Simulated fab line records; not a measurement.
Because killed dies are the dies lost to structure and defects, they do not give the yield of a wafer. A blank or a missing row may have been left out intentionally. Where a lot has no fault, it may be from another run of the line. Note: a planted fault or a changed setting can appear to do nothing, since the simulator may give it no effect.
Which tool is to blame? + flow n5Finfet + Sampling: 24 lots, 72 wafers, 6 of 1938 route steps

## WHAT THE GAUGES READ, wafer by wafer
N5_BEOL_M0_SAQP_CD_MEAS_14: the cd target is 42.5 nm. Usual: cdNm at 42.5 nm, with a standard deviation of 0.32.
| lot  | measured     | on       | cdNm (nm)      | flag |
|------|--------------|----------|----------------|------|
| L074 | day 5 10:29  | cdSem-03 | 42.2 42.7 42.9 |      |
| L075 | day 5 16:40  | cdSem-01 | 42.1 42.4 42.7 |      |
| L076 | day 6 06:43  | cdSem-01 | 42.4 42.6 42.4 |      |
| L077 | day 6 06:52  | cdSem-03 | 42.2 41.9 41.9 |      |
| L078 | day 6 09:58  | cdSem-01 | 41.8 42.0 41.9 |      |
| L079 | day 6 14:59  | cdSem-03 | 42.8 42.4 43.0 |      |
| L080 | day 6 22:31  | cdSem-01 | 42.4 42.7 42.8 |      |
| L081 | day 7 05:13  | cdSem-02 | 41.9 42.5 42.6 |      |
| L082 | day 7 08:52  | cdSem-02 | 42.4 42.1 42.0 |      |
| L083 | day 7 16:20  | cdSem-01 | 42.5 42.5 42.7 |      |
| L085 | day 8 04:04  | cdSem-01 | 42.2 42.0 42.3 |      |
| L084 | day 8 09:38  | cdSem-01 | 42.4 42.1 42.2 |      |
| L087 | day 8 16:25  | cdSem-03 | 42.6 42.8 42.4 |      |
| L086 | day 8 19:52  | cdSem-01 | 42.3 42.7 42.3 |      |
| L088 | day 9 01:50  | cdSem-01 | 42.4 42.7 42.6 |      |
| L089 | day 9 05:16  | cdSem-03 | 42.4 43.3 43.1 |      |
| L090 | day 9 10:17  | cdSem-02 | 42.3 42.4 42.7 |      |
| L091 | day 9 17:01  | cdSem-02 | 42.3 41.7 41.8 |      |
| L092 | day 10 01:26 | cdSem-03 | 42.3 42.5 42.5 |      |
| L093 | day 10 05:10 | cdSem-01 | 42.5 42.7 42.2 |      |
| L094 | day 10 11:35 | cdSem-03 | 42.6 42.1 42.2 |      |
| L095 | day 10 17:29 | cdSem-02 | 42.6 42.6 42.7 |      |
| L096 | day 10 23:09 | cdSem-01 | 42.4 41.9 43.0 |      |
| L097 | day 11 03:23 | cdSem-01 | 42.8 42.8 42.9 |      |

N5_BEOL_M0_CUTY_CD_MEAS_57: the cd target is 200 nm. Usual: cdNm at 200.0 nm, with a standard deviation of 0.77.
| lot  | measured     | on       | cdNm (nm)         | flag |
|------|--------------|----------|-------------------|------|
| L074 | day 5 15:48  | cdSem-01 | 200.4 200.6 200.8 |      |
| L075 | day 5 23:07  | cdSem-03 | 199.1 199.7 199.3 |      |
| L076 | day 6 12:05  | cdSem-01 | 199.5 198.1 199.6 |      |
| L077 | day 6 12:35  | cdSem-03 | 199.4 199.8 199.7 |      |
| L078 | day 6 16:36  | cdSem-01 | 200.1 200.1 199.9 |      |
| L079 | day 6 20:33  | cdSem-03 | 200.3 198.3 198.5 |      |
| L080 | day 7 04:28  | cdSem-03 | 199.7 201.3 200.1 |      |
| L081 | day 7 11:16  | cdSem-01 | 200.5 200.3 201.0 |      |
| L082 | day 7 15:11  | cdSem-02 | 199.7 201.8 201.0 |      |
| L083 | day 7 22:15  | cdSem-03 | 200.4 200.4 200.0 |      |
| L085 | day 8 09:19  | cdSem-01 | 200.6 200.2 199.3 |      |
| L084 | day 8 16:12  | cdSem-01 | 200.5 200.5 199.9 |      |
| L087 | day 8 22:38  | cdSem-03 | 200.2 200.6 199.7 |      |
| L086 | day 9 01:38  | cdSem-01 | 199.7 199.9 200.7 |      |
| L088 | day 9 07:46  | cdSem-02 | 199.5 199.9 201.3 |      |
| L089 | day 9 10:37  | cdSem-01 | 200.8 200.4 200.4 |      |
| L090 | day 9 16:34  | cdSem-02 | 200.0 200.0 200.3 |      |
| L091 | day 9 22:52  | cdSem-03 | 200.5 199.5 200.4 |      |
| L092 | day 10 07:08 | cdSem-01 | 199.2 199.0 198.6 |      |
| L093 | day 10 10:53 | cdSem-03 | 199.1 199.4 199.3 |      |
| L094 | day 10 17:19 | cdSem-03 | 200.4 199.6 200.0 |      |
| L095 | day 10 22:56 | cdSem-01 | 198.7 199.1 198.7 |      |
| L096 | day 11 04:19 | cdSem-01 | 200.5 201.5 200.2 |      |
| L097 | day 11 09:26 | cdSem-03 | 200.9 200.6 200.4 |      |

## WHICH TOOL RAN EACH LOT (tool, then ch and the chambers of the sampled wafers, then the start)
| lot  | N5_BEOL_M0_SAQP_MANDREL1_REMOVE_100 | N5_BEOL_M0_SAQP_ETCH_101          | N5_BEOL_M0_SAQP_MANDREL2_REMOVE_110 | N5_BEOL_M0_SAQP_STRIP_75          |
|------|-------------------------------------|-----------------------------------|-------------------------------------|-----------------------------------|
| L074 | rieSi-02 ch 0,1, day 5 12:04        | rieDiel-03 ch 2,3, day 5 12:13    | rieSi-04 ch 0,1,2, day 5 13:50      | rieDiel-03 ch 1,2, day 5 15:25    |
| L075 | rieSi-03 ch 0,2,3, day 5 18:28      | rieDiel-06 ch 0,2,3, day 5 18:37  | rieSi-02 ch 1,2, day 5 20:18        | rieDiel-06 ch 1,2, day 5 22:43    |
| L076 | rieSi-03 ch 1,2,3, day 6 08:25      | rieDiel-06 ch 0,1, day 6 08:33    | rieSi-04 ch 0,2, day 6 10:11        | rieDiel-03 ch 0,1,2, day 6 11:49  |
| L077 | rieSi-02 ch 0,1,2, day 6 08:40      | rieDiel-06 ch 1,2,3, day 6 08:49  | rieSi-02 ch 0,1,2, day 6 10:46      | rieDiel-02 ch 0,1,3, day 6 12:19  |
| L078 | rieSi-02 ch 2,3, day 6 12:25        | rieDiel-02 ch 2,3, day 6 12:34    | rieSi-03 ch 0,1,2, day 6 14:17      | rieDiel-06 ch 1,2, day 6 16:12    |
| L079 | rieSi-04 ch 0,2,3, day 6 16:52      | rieDiel-06 ch 1,2,3, day 6 17:01  | rieSi-02 ch 0,1,3, day 6 18:38      | rieDiel-03 ch 0,1,2, day 6 20:10  |
| L080 | rieSi-04 ch 0,3, day 7 00:07        | rieDiel-02 ch 1,2,3, day 7 00:31  | rieSi-03 ch 1,2,3, day 7 02:10      | rieDiel-02 ch 2,3, day 7 04:04    |
| L081 | rieSi-02 ch 1,2,3, day 7 07:08      | rieDiel-03 ch 1,2,3, day 7 07:17  | rieSi-03 ch 0,2, day 7 08:54        | rieDiel-06 ch 0,1,2, day 7 11:00  |
| L082 | rieSi-03 ch 0,2,3, day 7 11:32      | rieDiel-03 ch 0,1, day 7 11:41    | rieSi-02 ch 0,1,2, day 7 13:26      | rieDiel-03 ch 0,2,3, day 7 14:55  |
| L083 | rieSi-03 ch 0,2, day 7 18:07        | rieDiel-02 ch 0,1,3, day 7 18:16  | rieSi-04 ch 1,2,3, day 7 20:09      | rieDiel-06 ch 1,3, day 7 21:51    |
| L085 | rieSi-04 ch 2,3, day 8 05:37        | rieDiel-06 ch 0,2,3, day 8 05:46  | rieSi-04 ch 2,3, day 8 07:24        | rieDiel-06 ch 0,1,3, day 8 09:02  |
| L084 | rieSi-02 ch 1,2, day 8 11:11        | rieDiel-02 ch 1,3, day 8 11:20    | rieSi-02 ch 0,1,3, day 8 13:33      | rieDiel-02 ch 1,3, day 8 15:56    |
| L087 | rieSi-02 ch 2,3, day 8 18:22        | rieDiel-02 ch 1,2, day 8 18:31    | rieSi-02 ch 0,2, day 8 20:24        | rieDiel-03 ch 1,2,3, day 8 22:14  |
| L086 | rieSi-03 ch 0,1,3, day 8 21:44      | rieDiel-03 ch 0,1,3, day 8 21:53  | rieSi-02 ch 0,1,2, day 8 23:38      | rieDiel-03 ch 1,2,3, day 9 01:22  |
| L088 | rieSi-04 ch 1,2,3, day 9 04:10      | rieDiel-03 ch 0,3, day 9 04:19    | rieSi-03 ch 0,2,3, day 9 06:02      | rieDiel-02 ch 2,3, day 9 07:29    |
| L089 | rieSi-02 ch 1,3, day 9 06:59        | rieDiel-02 ch 1,2, day 9 07:08    | rieSi-03 ch 0,2,3, day 9 08:46      | rieDiel-02 ch 0,1,3, day 9 10:13  |
| L090 | rieSi-02 ch 1,2,3, day 9 12:35      | rieDiel-06 ch 0,1,2, day 9 12:44  | rieSi-02 ch 0,1,3, day 9 14:20      | rieDiel-02 ch 0,1,2, day 9 16:18  |
| L091 | rieSi-02 ch 1,2, day 9 18:56        | rieDiel-02 ch 1,2,3, day 9 19:05  | rieSi-02 ch 1,3, day 9 20:49        | rieDiel-06 ch 0,1, day 9 22:29    |
| L092 | rieSi-03 ch 1,2,3, day 10 02:59     | rieDiel-02 ch 1,2,3, day 10 03:07 | rieSi-03 ch 1,2,3, day 10 04:52     | rieDiel-06 ch 0,1,2, day 10 06:45 |
| L093 | rieSi-02 ch 0,1,3, day 10 07:10     | rieDiel-02 ch 0,1,2, day 10 07:19 | rieSi-03 ch 0,2, day 10 09:02       | rieDiel-03 ch 0,1, day 10 10:29   |
| L094 | rieSi-03 ch 2,3, day 10 13:07       | rieDiel-02 ch 0,2,3, day 10 13:23 | rieSi-03 ch 0,2,3, day 10 14:59     | rieDiel-06 ch 1,2, day 10 16:55   |
| L095 | rieSi-04 ch 1,2,3, day 10 19:16     | rieDiel-02 ch 1,2, day 10 19:25   | rieSi-02 ch 1,2,3, day 10 21:02     | rieDiel-02 ch 0,3, day 10 22:40   |
| L096 | rieSi-04 ch 1,2, day 11 00:41       | rieDiel-03 ch 0,1, day 11 00:50   | rieSi-04 ch 1,2,3, day 11 02:27     | rieDiel-03 ch 0,1,2, day 11 04:03 |
| L097 | rieSi-04 ch 1,2,3, day 11 05:20     | rieDiel-06 ch 1,2,3, day 11 05:48 | rieSi-02 ch 1,2, day 11 07:26       | rieDiel-03 ch 1,2, day 11 09:03   |
- N5_BEOL_M0_SAQP_MANDREL1_REMOVE_100: chemistry HBr/Cl2/O2, target a-Si, stops on SiNx, bt time 10 s.
- N5_BEOL_M0_SAQP_ETCH_101: etches SiNx in CH3F/O2, target depth 29.9 nm, time 42.7 s.
- N5_BEOL_M0_SAQP_MANDREL2_REMOVE_110: chemistry HBr/Cl2/O2, target a-Si, stops on SiCN, bt time 10 s.
- N5_BEOL_M0_SAQP_STRIP_75: strips in CF4.

## WHAT THE TOOLS THEMSELVES READ (means of the sampled wafers that have a number; where no wafer has one, the mark that the record gives instead)
N5_BEOL_M0_SAQP_MANDREL1_REMOVE_100. Usual: drypumpMotorCurrentA 5.7 A, standard deviation 0.49; mfcCl2Sccm 79.99 sccm, standard deviation 0.22; oesProductAu 0.997 a.u., standard deviation 0.012; throttleValvePct 36.63 %, standard deviation 0.26.
| lot  | tool     | drypumpMotorCurrentA (A) | mfcCl2Sccm (sccm) | oesProductAu (a.u.) | throttleValvePct (%) | flag |
|------|----------|--------------------------|-------------------|---------------------|----------------------|------|
| L074 | rieSi-02 | 6.1                      | 79.99             | 1.001               | 36.78                |      |
| L075 | rieSi-03 | 5.5                      | 79.90             | 0.990               | 36.49                |      |
| L076 | rieSi-03 | 5.6                      | 80.02             | 1.000               | 36.26                |      |
| L077 | rieSi-02 | 5.9                      | 79.97             | 0.990               | 36.77                |      |
| L078 | rieSi-02 | 6.1                      | 80.09             | 0.988               | 36.88                |      |
| L079 | rieSi-04 | 5.4                      | 80.10             | 1.002               | 36.45                |      |
| L080 | rieSi-04 | 5.5                      | 79.86             | 1.009               | 36.49                |      |
| L081 | rieSi-02 | 6.2                      | 79.69             | 0.986               | 36.81                |      |
| L082 | rieSi-03 | 5.5                      | 79.97             | 1.004               | 36.49                |      |
| L083 | rieSi-03 | 5.6                      | 80.09             | 1.005               | 36.71                |      |
| L085 | rieSi-04 | 5.4                      | 79.91             | 1.002               | 36.40                |      |
| L084 | rieSi-02 | 6.2                      | 80.06             | 0.987               | 36.73                |      |
| L087 | rieSi-02 | 6.1                      | 79.79             | 0.994               | 36.87                |      |
| L086 | rieSi-03 | 5.3                      | 80.10             | 1.005               | 36.47                |      |
| L088 | rieSi-04 | 5.6                      | 79.99             | 0.999               | 36.62                |      |
| L089 | rieSi-02 | 6.4                      | 79.86             | 0.999               | 36.83                |      |
| L090 | rieSi-02 | 6.2                      | 79.93             | 0.997               | 36.81                |      |
| L091 | rieSi-02 | 6.2                      | 80.11             | 0.990               | 36.73                |      |
| L092 | rieSi-03 | 5.6                      | 80.25             | 0.985               | 36.32                |      |
| L093 | rieSi-02 | 6.0                      | 80.07             | 0.991               | 36.84                |      |
| L094 | rieSi-03 | 5.8                      | 80.04             | 0.983               | 36.33                |      |
| L095 | rieSi-04 | 5.6                      | 79.82             | 1.003               | 36.63                |      |
| L096 | rieSi-04 | 5.9                      | 79.85             | 1.005               | 36.72                |      |
| L097 | rieSi-04 | 5.6                      | 80.15             | 1.001               | 36.63                |      |

N5_BEOL_M0_SAQP_ETCH_101. Usual: drypumpMotorCurrentA 5.6 A, standard deviation 0.46; oes_f_703_au 0.78 a.u., standard deviation 0.091; oesProductAu 0.79 a.u., standard deviation 0.098; rfVppV 299.2 V, standard deviation 2.1; showerheadPlenumPTorr 2.02 Torr, standard deviation 0.07; throttleValvePct 16.32 %, standard deviation 0.19.
| lot  | tool       | drypumpMotorCurrentA (A) | oes_f_703_au (a.u.) | oesProductAu (a.u.) | rfVppV (V) | showerheadPlenumPTorr (Torr) | throttleValvePct (%) | flag |
|------|------------|--------------------------|---------------------|---------------------|------------|------------------------------|----------------------|------|
| L074 | rieDiel-03 | 6.1                      | 0.74                | 0.75                | 298.9      | 2.02                         | 16.44                |      |
| L075 | rieDiel-06 | 5.8                      | 0.90                | 0.91                | 299.6      | 1.98                         | 16.13                |      |
| L076 | rieDiel-06 | 5.6                      | 0.88                | 0.88                | 298.8      | 1.94                         | 16.38                |      |
| L077 | rieDiel-06 | 5.5                      | 0.81                | 0.82                | 300.3      | 1.96                         | 16.26                |      |
| L078 | rieDiel-02 | 5.7                      | 0.75                | 0.75                | 299.8      | 2.06                         | 16.16                |      |
| L079 | rieDiel-06 | 5.6                      | 0.80                | 0.81                | 298.5      | 1.96                         | 16.27                |      |
| L080 | rieDiel-02 | 5.6                      | 0.74                | 0.74                | 299.4      | 2.04                         | 16.24                |      |
| L081 | rieDiel-03 | 5.9                      | 0.79                | 0.80                | 300.1      | 2.04                         | 16.40                |      |
| L082 | rieDiel-03 | 5.5                      | 0.81                | 0.83                | 298.6      | 2.02                         | 16.35                |      |
| L083 | rieDiel-02 | 5.2                      | 0.71                | 0.72                | 296.9      | 2.04                         | 16.41                |      |
| L085 | rieDiel-06 | 5.8                      | 0.86                | 0.88                | 299.6      | 1.98                         | 16.17                |      |
| L084 | rieDiel-02 | 5.6                      | 0.74                | 0.73                | 296.4      | 2.02                         | 16.23                |      |
| L087 | rieDiel-02 | 5.3                      | 0.72                | 0.72                | 300.1      | 2.06                         | 16.40                |      |
| L086 | rieDiel-03 | 5.7                      | 0.78                | 0.80                | 300.2      | 2.01                         | 16.37                |      |
| L088 | rieDiel-03 | 5.8                      | 0.74                | 0.74                | 298.0      | 2.00                         | 16.44                |      |
| L089 | rieDiel-02 | 5.5                      | 0.71                | 0.72                | 300.7      | 2.06                         | 16.32                |      |
| L090 | rieDiel-06 | 5.7                      | 0.80                | 0.80                | 298.6      | 1.89                         | 16.42                |      |
| L091 | rieDiel-02 | 5.6                      | 0.72                | 0.71                | 298.4      | 2.04                         | 16.29                |      |
| L092 | rieDiel-02 | 5.5                      | 0.72                | 0.71                | 297.8      | 2.04                         | 16.29                |      |
| L093 | rieDiel-02 | 5.1                      | 0.79                | 0.80                | 299.9      | 2.05                         | 16.31                |      |
| L094 | rieDiel-02 | 5.4                      | 0.80                | 0.80                | 299.0      | 2.03                         | 16.21                |      |
| L095 | rieDiel-02 | 5.4                      | 0.71                | 0.72                | 300.4      | 2.06                         | 16.34                |      |
| L096 | rieDiel-03 | 5.5                      | 0.78                | 0.80                | 299.5      | 2.01                         | 16.40                |      |
| L097 | rieDiel-06 | 5.6                      | 0.77                | 0.77                | 300.0      | 1.95                         | 16.33                |      |

N5_BEOL_M0_SAQP_MANDREL2_REMOVE_110. Usual: drypumpMotorCurrentA 5.8 A, standard deviation 0.49; mfcCl2Sccm 80.03 sccm, standard deviation 0.29; oesProductAu 0.998 a.u., standard deviation 0.013; throttleValvePct 36.64 %, standard deviation 0.26.
| lot  | tool     | drypumpMotorCurrentA (A) | mfcCl2Sccm (sccm) | oesProductAu (a.u.) | throttleValvePct (%) | flag |
|------|----------|--------------------------|-------------------|---------------------|----------------------|------|
| L074 | rieSi-04 | 5.7                      | 80.24             | 1.012               | 36.54                |      |
| L075 | rieSi-02 | 6.2                      | 79.83             | 0.985               | 36.73                |      |
| L076 | rieSi-04 | 5.5                      | 79.99             | 1.014               | 36.36                |      |
| L077 | rieSi-02 | 5.9                      | 79.98             | 0.985               | 36.76                |      |
| L078 | rieSi-03 | 5.7                      | 79.94             | 1.003               | 36.49                |      |
| L079 | rieSi-02 | 6.0                      | 79.97             | 0.995               | 36.84                |      |
| L080 | rieSi-03 | 5.6                      | 80.32             | 1.008               | 36.26                |      |
| L081 | rieSi-03 | 5.6                      | 80.04             | 0.999               | 36.72                |      |
| L082 | rieSi-02 | 5.9                      | 80.06             | 0.993               | 36.76                |      |
| L083 | rieSi-04 | 5.6                      | 79.93             | 1.000               | 36.62                |      |
| L085 | rieSi-04 | 5.3                      | 80.15             | 1.004               | 36.41                |      |
| L084 | rieSi-02 | 6.0                      | 79.50             | 0.990               | 36.83                |      |
| L087 | rieSi-02 | 5.5                      | 80.01             | 0.993               | 36.76                |      |
| L086 | rieSi-02 | 5.9                      | 79.91             | 0.991               | 36.76                |      |
| L088 | rieSi-03 | 5.5                      | 80.02             | 0.992               | 36.49                |      |
| L089 | rieSi-03 | 5.5                      | 80.08             | 0.997               | 36.48                |      |
| L090 | rieSi-02 | 6.0                      | 79.96             | 0.995               | 36.83                |      |
| L091 | rieSi-02 | 6.3                      | 79.61             | 1.002               | 36.89                |      |
| L092 | rieSi-03 | 5.6                      | 79.98             | 0.991               | 36.31                |      |
| L093 | rieSi-03 | 5.9                      | 79.77             | 0.999               | 36.55                |      |
| L094 | rieSi-03 | 5.5                      | 79.83             | 1.001               | 36.49                |      |
| L095 | rieSi-02 | 6.2                      | 80.43             | 0.984               | 36.81                |      |
| L096 | rieSi-04 | 5.6                      | 80.07             | 1.003               | 36.64                |      |
| L097 | rieSi-02 | 6.2                      | 80.03             | 0.994               | 36.72                |      |

N5_BEOL_M0_SAQP_STRIP_75. Usual: drypumpMotorCurrentA 5.6 A, standard deviation 0.45; oesProductAu 0.182 a.u., standard deviation 0.02; rfVppV 271.2 V, standard deviation 1.7; showerheadPlenumPTorr 1.80 Torr, standard deviation 0.064; throttleValvePct 13.57 %, standard deviation 0.22.
| lot  | tool       | drypumpMotorCurrentA (A) | oesProductAu (a.u.) | rfVppV (V) | showerheadPlenumPTorr (Torr) | throttleValvePct (%) | flag |
|------|------------|--------------------------|---------------------|------------|------------------------------|----------------------|------|
| L074 | rieDiel-03 | 6.1                      | 0.185               | 272.2      | 1.84                         | 13.66                |      |
| L075 | rieDiel-06 | 5.8                      | 0.177               | 268.8      | 1.68                         | 13.60                |      |
| L076 | rieDiel-03 | 5.8                      | 0.188               | 271.3      | 1.83                         | 13.58                |      |
| L077 | rieDiel-02 | 5.2                      | 0.169               | 272.1      | 1.83                         | 13.66                |      |
| L078 | rieDiel-06 | 5.5                      | 0.169               | 269.3      | 1.70                         | 13.75                |      |
| L079 | rieDiel-03 | 5.8                      | 0.190               | 272.3      | 1.83                         | 13.59                |      |
| L080 | rieDiel-02 | 5.7                      | 0.172               | 272.4      | 1.85                         | 13.47                |      |
| L081 | rieDiel-06 | 5.7                      | 0.189               | 269.6      | 1.71                         | 13.60                |      |
| L082 | rieDiel-03 | 5.9                      | 0.169               | 271.3      | 1.81                         | 13.70                |      |
| L083 | rieDiel-06 | 5.2                      | 0.177               | 270.7      | 1.77                         | 13.67                |      |
| L085 | rieDiel-06 | 5.5                      | 0.192               | 270.8      | 1.79                         | 13.51                |      |
| L084 | rieDiel-02 | 5.4                      | 0.166               | 272.1      | 1.83                         | 13.64                |      |
| L087 | rieDiel-03 | 6.0                      | 0.183               | 272.4      | 1.82                         | 13.66                |      |
| L086 | rieDiel-03 | 5.9                      | 0.181               | 271.4      | 1.82                         | 13.67                |      |
| L088 | rieDiel-02 | 5.8                      | 0.168               | 271.5      | 1.82                         | 13.47                |      |
| L089 | rieDiel-02 | 5.2                      | 0.190               | 272.9      | 1.83                         | 13.51                |      |
| L090 | rieDiel-02 | 5.1                      | 0.187               | 272.1      | 1.84                         | 13.56                |      |
| L091 | rieDiel-06 | 5.4                      | 0.178               | 269.0      | 1.72                         | 13.80                |      |
| L092 | rieDiel-06 | 5.7                      | 0.182               | 268.8      | 1.70                         | 13.65                |      |
| L093 | rieDiel-03 | 5.6                      | 0.197               | 270.4      | 1.81                         | 13.51                |      |
| L094 | rieDiel-06 | 5.5                      | 0.164               | 268.6      | 1.69                         | 13.81                |      |
| L095 | rieDiel-02 | 5.0                      | 0.202               | 271.6      | 1.82                         | 13.38                |      |
| L096 | rieDiel-03 | 5.8                      | 0.178               | 271.9      | 1.82                         | 13.66                |      |
| L097 | rieDiel-03 | 5.8                      | 0.193               | 272.1      | 1.83                         | 13.61                |      |

## THE ANSWER, worked out from the rows above alone
Rule: a lot counts as off when the mean over its wafers that have a number is more than 3 standard deviations away from the usual mean. A lot without any number at a reading at which 4 lots or more have one is off too. The other lots that the step has rows for count as sound. First the gauges in route order, then the tools' own readings, where a lot's mean is used as printed above. The first step at which some lot is off is used, and at that step the reading that is off furthest; a lot without a number counts as furthest.
None of the lots is off at any reading shown; this tells nothing.

## WHAT HAD BEEN PUT IN BY THE SIMULATOR
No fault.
